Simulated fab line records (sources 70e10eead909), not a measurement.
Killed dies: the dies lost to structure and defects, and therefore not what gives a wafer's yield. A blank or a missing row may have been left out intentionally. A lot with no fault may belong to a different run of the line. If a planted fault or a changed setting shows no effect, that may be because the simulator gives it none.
Which tool did it?    flow nand_harc    Sampling: 22 lots, 66 wafers, 6 of 1302 route steps

WHAT THE GAUGES READ, wafer by wafer
The record holds no reading of a measuring or inspecting step that can be judged against a usual standard deviation.

WHAT TOOL EACH LOT RAN ON (gives the tool, then ch and the chambers of the sampled wafers, and finally the start)
lot   NHARC_P_GATE_HM_OPEN_105                       NHARC_P_GATE_DESCUM_93              NHARC_P_CONTACT_ETCH_31                        NHARC_P_CONTACT_CMP_24         NHARC_P_M0_ETCH_34                  NHARC_P_M0_DEP_32
L074  rie_diel-01 ch 0,1,2, day 5 21:24 or earlier   rie_diel-03 ch 0,3, day 5 21:24     rie_diel-06 ch 1,2,3, day 6 04:49 or earlier   cmp-03 ch 0,2,3, day 6 04:49   rie_diel-04 ch 1,3, day 6 06:28     pecvd-01 ch 0,2, day 6 09:18
L076  rie_diel-01 ch 0,3, day 6 07:40 or earlier     rie_diel-01 ch 1,3, day 6 07:40     rie_diel-10 ch 0,2, day 6 15:02 or earlier     cmp-03 ch 0,1,2, day 6 15:02   rie_diel-07 ch 0,1, day 6 16:29     pecvd-03 ch 0,1,2, day 6 19:44
L077  rie_diel-11 ch 1,2,3, day 7 02:03 or earlier   rie_diel-03 ch 1,3, day 7 02:03     rie_diel-06 ch 0,1,3, day 7 09:42 or earlier   cmp-03 ch 0,1,2, day 7 09:42   rie_diel-09 ch 1,2, day 7 11:14     pecvd-03 ch 0,1,2, day 7 13:47
L078  rie_diel-01 ch 1,3, day 7 14:37 or earlier     rie_diel-11 ch 0,1,3, day 7 14:37   rie_diel-12 ch 0,2,3, day 7 22:03 or earlier   cmp-02 ch 1,2,3, day 7 22:03   rie_diel-09 ch 0,1,2, day 7 23:30   pecvd-01 ch 0,2, day 8 02:07
L079  rie_diel-03 ch 0,3, day 7 21:01 or earlier     rie_diel-11 ch 0,3, day 7 21:01     rie_diel-06 ch 0,1,3, day 8 04:24 or earlier   cmp-03 ch 1,3, day 8 04:24     rie_diel-09 ch 0,3, day 8 06:01     pecvd-01 ch 0,1, day 8 08:53
L080  rie_diel-11 ch 0,2, day 8 05:02 or earlier     rie_diel-11 ch 0,1,3, day 8 05:02   rie_diel-10 ch 0,1, day 8 12:35 or earlier     cmp-02 ch 1,2,3, day 8 12:35   rie_diel-07 ch 1,2,3, day 8 14:01   pecvd-03 ch 0,1,2, day 8 16:35
L081  rie_diel-01 ch 1,2,3, day 8 21:29 or earlier   rie_diel-03 ch 0,1,3, day 8 21:29   rie_diel-06 ch 0,1, day 9 04:53 or earlier     cmp-02 ch 1,2,3, day 9 04:53   rie_diel-09 ch 2,3, day 9 06:38     pecvd-03 ch 0,1, day 9 09:14
L082  rie_diel-11 ch 1,3, day 9 01:56 or earlier     rie_diel-01 ch 0,2, day 9 01:56     rie_diel-12 ch 1,3, day 9 09:22 or earlier     cmp-03 ch 1,2,3, day 9 09:22   rie_diel-07 ch 0,2,3, day 9 11:05   pecvd-03 ch 1,2, day 9 13:36
L083  rie_diel-03 ch 0,1,3, day 9 11:11 or earlier   rie_diel-11 ch 0,1,2, day 9 11:11   rie_diel-10 ch 0,1,2, day 9 18:38 or earlier   cmp-03 ch 0,1,2, day 9 18:38   rie_diel-04 ch 0,1,2, day 9 20:01   pecvd-01 ch 0,1,2, day 9 22:47
L084  rie_diel-03 ch 2,3, day 9 17:16 or earlier     rie_diel-11 ch 0,2, day 9 17:16     rie_diel-10 ch 1,2,3, day 10 00:31 or earlier  cmp-03 ch 0,3, day 10 00:31    rie_diel-09 ch 0,2,3, day 10 02:07  pecvd-02 ch 0,2, day 10 04:41
L085  rie_diel-11 ch 1,2,3, day 10 07:53 or earlier  rie_diel-11 ch 0,1, day 10 07:53    rie_diel-10 ch 2,3, day 10 15:17 or earlier    cmp-01 ch 0,1, day 10 15:17    rie_diel-09 ch 0,3, day 10 16:52    pecvd-01 ch 0,2, day 10 19:24
L086  rie_diel-11 ch 2,3, day 10 20:40 or earlier    rie_diel-03 ch 0,2,3, day 10 20:40  rie_diel-10 ch 1,2,3, day 11 04:09 or earlier  cmp-03 ch 1,3, day 11 04:09    rie_diel-07 ch 2,3, day 11 05:49    pecvd-03 ch 0,1,2, day 11 08:25
L087  rie_diel-11 ch 0,1, day 11 20:40 or earlier    rie_diel-03 ch 2,3, day 11 20:40    rie_diel-10 ch 1,2, day 12 04:00 or earlier    cmp-01 ch 0,3, day 12 04:00    rie_diel-07 ch 1,2,3, day 12 05:28  pecvd-02 ch 1,2, day 12 08:08
L089  rie_diel-01 ch 0,1,2, day 11 21:55 or earlier  rie_diel-03 ch 0,1,3, day 11 21:55  rie_diel-12 ch 0,1,2, day 12 05:37 or earlier  cmp-02 ch 0,1,2, day 12 05:37  rie_diel-09 ch 0,1, day 12 07:12    pecvd-01 ch 1,2, day 12 09:49
L088  rie_diel-11 ch 1,3, day 11 22:10 or earlier    rie_diel-03 ch 1,2,3, day 11 22:10  rie_diel-12 ch 0,1,2, day 12 05:50 or earlier  cmp-01 ch 0,1, day 12 05:50    rie_diel-07 ch 0,3, day 12 07:25    pecvd-02 ch 0,2, day 12 09:59
L090  rie_diel-01 ch 0,2,3, day 12 14:02 or earlier  rie_diel-03 ch 0,1,3, day 12 14:02  rie_diel-10 ch 0,1,3, day 12 21:27 or earlier  cmp-02 ch 0,2,3, day 12 21:27  rie_diel-07 ch 0,3, day 12 22:56    pecvd-02 ch 0,2, day 13 01:36
L091  rie_diel-01 ch 1,2,3, day 12 21:25 or earlier  rie_diel-01 ch 1,2, day 12 21:25    rie_diel-10 ch 1,2,3, day 13 04:47 or earlier  cmp-03 ch 1,2, day 13 04:47    rie_diel-07 ch 1,2,3, day 13 06:23  pecvd-02 ch 0,1,2, day 13 08:59
L092  rie_diel-03 ch 0,1,3, day 13 03:42 or earlier  rie_diel-03 ch 0,1,2, day 13 03:42  rie_diel-10 ch 1,2,3, day 13 11:08 or earlier  cmp-03 ch 0,1, day 13 11:08    rie_diel-09 ch 1,2,3, day 13 12:41  pecvd-01 ch 0,1,2, day 13 15:16
L093  rie_diel-01 ch 1,2,3, day 13 18:56 or earlier  rie_diel-01 ch 0,1,3, day 13 18:56  rie_diel-10 ch 0,3, day 14 02:35 or earlier    cmp-03 ch 0,2,3, day 14 02:35  rie_diel-09 ch 1,3, day 14 04:08    pecvd-02 ch 0,1,2, day 14 06:40
L094  rie_diel-03 ch 0,1,2, day 13 23:35 or earlier  rie_diel-11 ch 1,2,3, day 13 23:35  rie_diel-06 ch 1,2,3, day 14 06:59 or earlier  cmp-03 ch 0,1,3, day 14 06:59  rie_diel-07 ch 0,1,3, day 14 08:33  pecvd-03 ch 1,2, day 14 11:08
L096  rie_diel-01 ch 0,1,2, day 15 03:38 or earlier  rie_diel-03 ch 1,3, day 15 03:38    rie_diel-06 ch 0,1,2, day 15 11:03 or earlier  cmp-02 ch 1,2, day 15 11:03    rie_diel-07 ch 2,3, day 15 12:35    pecvd-02 ch 1,2, day 15 15:20
L097  rie_diel-01 ch 1,2, day 15 02:56 or earlier    rie_diel-11 ch 0,2, day 15 02:56    rie_diel-12 ch 1,2, day 15 10:09 or earlier    cmp-01 ch 2,3, day 15 10:09    rie_diel-09 ch 0,1,3, day 15 11:43  pecvd-02 ch 1,2, day 15 14:22
- NHARC_P_GATE_HM_OPEN_105: chemistry O2/COS, target depth 360 nm.
- NHARC_P_GATE_DESCUM_93: chemistry O2, time 3 s.
- NHARC_P_CONTACT_ETCH_31: etches the open film in CH3F/O2, target depth 30 nm, time 85.7 s.
- NHARC_P_CONTACT_CMP_24: polishes, t overpolish 30 s, target thk 200 nm.
- NHARC_P_M0_ETCH_34: etches the open film in N2/H2, target depth 40 nm, overetch 12 nm, time 43.94 s.
- NHARC_P_M0_DEP_32: deposits SiCN, target thk 30 nm.

AS READ BY THE TOOLS THEMSELVES (means over the sampled wafers that have a number; for cases with no such wafer, the mark the record gives instead)
NHARC_P_GATE_HM_OPEN_105. Usual: drypump_motor_current_A 5.5 A, standard deviation 0.33; oes_product_au 0.996 a.u., standard deviation 0.0082; rf_vpp_V 467.5 V, standard deviation 2.7; showerhead_plenum_p_Torr 3.14 Torr, standard deviation 0.12; throttle_valve_pct 28.330 %, standard deviation 0.0094.
lot   tool         drypump_motor_current_A (A)  oes_product_au (a.u.)  rf_vpp_V (V)  showerhead_plenum_p_Torr (Torr)  throttle_valve_pct (%)  flag
L074  rie_diel-01  5.3                          0.992                  469.2         3.23                             28.327                  
L076  rie_diel-01  5.4                          0.991                  470.6         3.30                             28.325                  
L077  rie_diel-11  5.7                          0.995                  465.0         3.04                             28.326                  
L078  rie_diel-01  5.6                          0.996                  471.0         3.30                             28.324                  
L079  rie_diel-03  5.2                          0.994                  466.3         3.09                             28.330                  
L080  rie_diel-11  5.9                          0.992                  465.5         3.05                             28.346                  
L081  rie_diel-01  5.6                          1.000                  469.1         3.22                             28.320                  
L082  rie_diel-11  5.6                          0.991                  465.2         3.05                             28.321                  
L083  rie_diel-03  5.5                          1.005                  466.7         3.07                             28.326                  
L084  rie_diel-03  5.2                          1.009                  466.1         3.08                             28.322                  
L085  rie_diel-11  5.8                          0.991                  465.5         3.04                             28.339                  
L086  rie_diel-11  5.6                          0.991                  464.9         3.01                             28.331                  
L087  rie_diel-11  6.0                          0.994                  467.9         3.12                             28.332                  
L089  rie_diel-01  5.3                          0.995                  469.3         3.23                             28.326                  
L088  rie_diel-11  5.6                          0.996                  465.3         3.05                             28.341                  
L090  rie_diel-01  5.4                          0.992                  469.6         3.23                             28.335                  
L091  rie_diel-01  5.6                          0.996                  469.1         3.22                             28.335                  
L092  rie_diel-03  5.5                          1.005                  466.8         3.07                             28.333                  
L093  rie_diel-01  5.6                          0.995                  470.2         3.22                             28.332                  
L094  rie_diel-03  5.5                          0.999                  464.4         3.00                             28.339                  
L096  rie_diel-01  5.3                          0.995                  469.1         3.23                             28.338                  
L097  rie_diel-01  5.5                          1.002                  469.7         3.22                             28.331                  

NHARC_P_GATE_DESCUM_93. Usual: drypump_motor_current_A 5.6 A, standard deviation 0.35; oes_product_au 0.999 a.u., standard deviation 0.0077; rf_vpp_V 57.7 V, standard deviation 0.83; showerhead_plenum_p_Torr 1.89 Torr, standard deviation 0.068; throttle_valve_pct 11.312 %, standard deviation 0.0092.
lot   tool         drypump_motor_current_A (A)  oes_product_au (a.u.)  rf_vpp_V (V)  showerhead_plenum_p_Torr (Torr)  throttle_valve_pct (%)  flag
L074  rie_diel-03  5.2                          1.005                  58.5          1.91                             11.321                  
L076  rie_diel-01  5.5                          1.003                  57.6          2.02                             11.311                  
L077  rie_diel-03  5.4                          0.997                  57.3          1.90                             11.308                  
L078  rie_diel-11  5.7                          1.006                  58.3          1.89                             11.310                  
L079  rie_diel-11  5.6                          0.992                  57.4          1.88                             11.318                  
L080  rie_diel-11  5.8                          0.991                  57.8          1.89                             11.305                  
L081  rie_diel-03  5.5                          1.000                  57.7          1.88                             11.293                  
L082  rie_diel-01  5.2                          0.994                  58.5          1.99                             11.311                  
L083  rie_diel-11  5.9                          0.998                  57.4          1.89                             11.306                  
L084  rie_diel-11  5.9                          1.010                  57.3          1.87                             11.312                  
L085  rie_diel-11  5.9                          0.990                  57.7          1.92                             11.309                  
L086  rie_diel-03  5.2                          1.006                  57.6          1.86                             11.304                  
L087  rie_diel-03  5.2                          0.993                  57.2          1.84                             11.313                  
L089  rie_diel-03  5.5                          1.002                  58.3          1.88                             11.309                  
L088  rie_diel-03  5.5                          0.996                  57.4          1.85                             11.305                  
L090  rie_diel-03  5.5                          0.999                  57.2          1.88                             11.317                  
L091  rie_diel-01  5.5                          0.996                  57.3          1.93                             11.320                  
L092  rie_diel-03  5.5                          0.998                  57.9          1.83                             11.308                  
L093  rie_diel-01  5.4                          0.997                  58.3          2.03                             11.306                  
L094  rie_diel-11  5.8                          1.006                  57.6          1.86                             11.310                  
L096  rie_diel-03  5.4                          0.998                  57.2          1.90                             11.319                  
L097  rie_diel-11  5.9                          1.013                  57.6          1.86                             11.320                  

NHARC_P_CONTACT_ETCH_31. Usual: ch3f_flow_sccm 49.98 sccm, standard deviation 0.14; drypump_motor_current_A 5.8 A, standard deviation 0.56; oes_product_au 0.980 a.u., standard deviation 0.0093; rf_vpp_V 243.8 V, standard deviation 1.2; showerhead_plenum_p_Torr 2.42 Torr, standard deviation 0.071; throttle_valve_pct 20.663 %, standard deviation 0.0089.
lot   tool         ch3f_flow_sccm (sccm)  drypump_motor_current_A (A)  oes_product_au (a.u.)  rf_vpp_V (V)  showerhead_plenum_p_Torr (Torr)  throttle_valve_pct (%)  flag
L074  rie_diel-06  50.01                  6.6                          0.980                  243.3         2.41                             20.663                  
L076  rie_diel-10  49.97                  6.2                          0.980                  243.2         2.40                             20.669                  
L077  rie_diel-06  49.94                  6.2                          0.982                  243.9         2.43                             20.662                  
L078  rie_diel-12  50.01                  6.0                          0.983                  244.0         2.43                             20.662                  
L079  rie_diel-06  50.01                  6.2                          0.973                  243.5         2.43                             20.664                  
L080  rie_diel-10  50.06                  5.4                          0.982                  243.9         2.43                             20.661                  
L081  rie_diel-06  50.04                  5.8                          0.974                  243.2         2.39                             20.662                  
L082  rie_diel-12  49.90                  5.7                          0.968                  242.2         2.35                             20.653                  
L083  rie_diel-10  50.11                  5.8                          0.983                  243.6         2.40                             20.675                  
L084  rie_diel-10  49.88                  5.4                          0.988                  244.1         2.43                             20.663                  
L085  rie_diel-10  49.78                  5.4                          0.967                  244.8         2.46                             20.671                  
L086  rie_diel-10  50.01                  5.4                          0.985                  244.1         2.43                             20.667                  
L087  rie_diel-10  49.81                  5.8                          0.973                  243.4         2.38                             20.660                  
L089  rie_diel-12  49.91                  5.9                          0.989                  243.8         2.41                             20.659                  
L088  rie_diel-12  50.00                  5.9                          0.991                  243.7         2.40                             20.664                  
L090  rie_diel-10  49.96                  5.4                          0.988                  243.7         2.46                             20.656                  
L091  rie_diel-10  50.02                  5.4                          0.986                  244.6         2.43                             20.661                  
L092  rie_diel-10  49.98                  5.4                          0.995                  243.6         2.43                             20.661                  
L093  rie_diel-10  50.03                  5.5                          0.979                  245.2         2.49                             20.670                  
L094  rie_diel-06  49.92                  6.6                          0.982                  243.6         2.41                             20.665                  
L096  rie_diel-06  49.85                  6.2                          0.979                  242.7         2.36                             20.655                  
L097  rie_diel-12  50.02                  5.7                          0.983                  244.6         2.45                             20.670                  

NHARC_P_CONTACT_CMP_24. Usual: motor_current_A 12.8 A, standard deviation 1.2; overpolish_run_s 30.000 s, standard deviation 0.0093; time_to_endpoint_s 40.8 s, standard deviation 2.4.
lot   tool    motor_current_A (A)  overpolish_run_s (s)  time_to_endpoint_s (s)  flag
L074  cmp-03  12.8                 30.003                41.6                    
L076  cmp-03  12.7                 30.006                41.2                    
L077  cmp-03  12.3                 29.999                41.6                    
L078  cmp-02  13.0                 30.003                43.4                    
L079  cmp-03  14.0                 29.993                40.3                    
L080  cmp-02  13.2                 29.995                39.3                    
L081  cmp-02  13.0                 29.993                41.7                    
L082  cmp-03  13.3                 29.998                37.3                    
L083  cmp-03  12.8                 30.000                36.3                    
L084  cmp-03  12.5                 30.000                40.4                    
L085  cmp-01  12.5                 30.002                41.1                    
L086  cmp-03  14.2                 30.003                37.1                    
L087  cmp-01  12.8                 30.002                41.6                    
L089  cmp-02  13.0                 29.992                43.4                    
L088  cmp-01  12.2                 30.005                39.4                    
L090  cmp-02  12.8                 30.003                41.6                    
L091  cmp-03  12.9                 30.003                40.7                    
L092  cmp-03  12.2                 29.997                43.5                    
L093  cmp-03  12.9                 29.993                40.9                    
L094  cmp-03  13.3                 30.004                41.1                    
L096  cmp-02  14.0                 30.001                42.9                    
L097  cmp-01  11.3                 30.008                41.2                    

NHARC_P_M0_ETCH_34. Usual: drypump_motor_current_A 6.0 A, standard deviation 0.45; oes_product_au 0.999 a.u., standard deviation 0.007; rf_vpp_V 430.6 V, standard deviation 2.7; showerhead_plenum_p_Torr 2.05 Torr, standard deviation 0.092; throttle_valve_pct 14.171 %, standard deviation 0.01.
lot   tool         drypump_motor_current_A (A)  oes_product_au (a.u.)  rf_vpp_V (V)  showerhead_plenum_p_Torr (Torr)  throttle_valve_pct (%)  flag
L074  rie_diel-04  6.5                          1.004                  431.8         2.10                             14.171                  
L076  rie_diel-07  6.1                          1.000                  434.1         2.18                             14.177                  
L077  rie_diel-09  6.1                          1.002                  428.4         1.95                             14.175                  
L078  rie_diel-09  6.0                          1.001                  427.9         1.96                             14.164                  
L079  rie_diel-09  5.7                          1.000                  430.7         2.03                             14.166                  
L080  rie_diel-07  5.9                          1.003                  432.0         2.10                             14.172                  
L081  rie_diel-09  5.8                          0.998                  431.8         2.10                             14.164                  
L082  rie_diel-07  5.9                          1.007                  431.1         2.05                             14.177                  
L083  rie_diel-04  6.4                          0.995                  430.2         2.02                             14.180                  
L084  rie_diel-09  5.8                          1.002                  430.1         2.02                             14.167                  
L085  rie_diel-09  5.8                          1.003                  432.1         2.10                             14.175                  
L086  rie_diel-07  5.6                          0.998                  430.1         2.02                             14.162                  
L087  rie_diel-07  5.9                          0.993                  431.6         2.09                             14.161                  
L089  rie_diel-09  6.2                          0.999                  429.4         1.98                             14.158                  
L088  rie_diel-07  5.7                          0.993                  430.4         2.06                             14.172                  
L090  rie_diel-07  5.4                          1.005                  429.6         2.02                             14.175                  
L091  rie_diel-07  5.9                          0.993                  431.1         2.08                             14.167                  
L092  rie_diel-09  6.1                          1.007                  429.1         2.03                             14.177                  
L093  rie_diel-09  6.0                          1.002                  431.9         2.11                             14.171                  
L094  rie_diel-07  5.8                          0.996                  431.7         2.09                             14.160                  
L096  rie_diel-07  6.0                          0.997                  429.3         2.03                             14.167                  
L097  rie_diel-09  6.0                          0.993                  430.8         2.04                             14.164                  

NHARC_P_M0_DEP_32. Usual: heater_power_w reads 595 W (standard deviation 68).
lot   tool      heater_power_w (W)  flag
L074  pecvd-01  571                 
L076  pecvd-03  588                 
L077  pecvd-03  574                 
L078  pecvd-01  580                 
L079  pecvd-01  569                 
L080  pecvd-03  608                 
L081  pecvd-03  596                 
L082  pecvd-03  559                 
L083  pecvd-01  577                 
L084  pecvd-02  596                 
L085  pecvd-01  578                 
L086  pecvd-03  556                 
L087  pecvd-02  606                 
L089  pecvd-01  513                 
L088  pecvd-02  618                 
L090  pecvd-02  686                 
L091  pecvd-02  647                 
L092  pecvd-01  560                 
L093  pecvd-02  663                 
L094  pecvd-03  547                 
L096  pecvd-02  617                 
L097  pecvd-02  628                 

THE ANSWER, worked out from the rows above alone
Rule: a lot counts as off when the mean over its wafers that have a number is more than 3 standard deviations away from the usual mean. A lot without any number at a reading at which 4 lots or more have one is off too. Any other lot the step has rows for is counted as sound. The gauges are gone through in route order, then the tools' own readings, and for those a lot's mean is taken as printed above. At the first step where some lot is off, the reading lying furthest off is the one used; lots without a number count as furthest.
Across all readings shown, no lot is off: no conclusion can be drawn from this.

WHAT HAD BEEN PUT IN BY THE SIMULATOR
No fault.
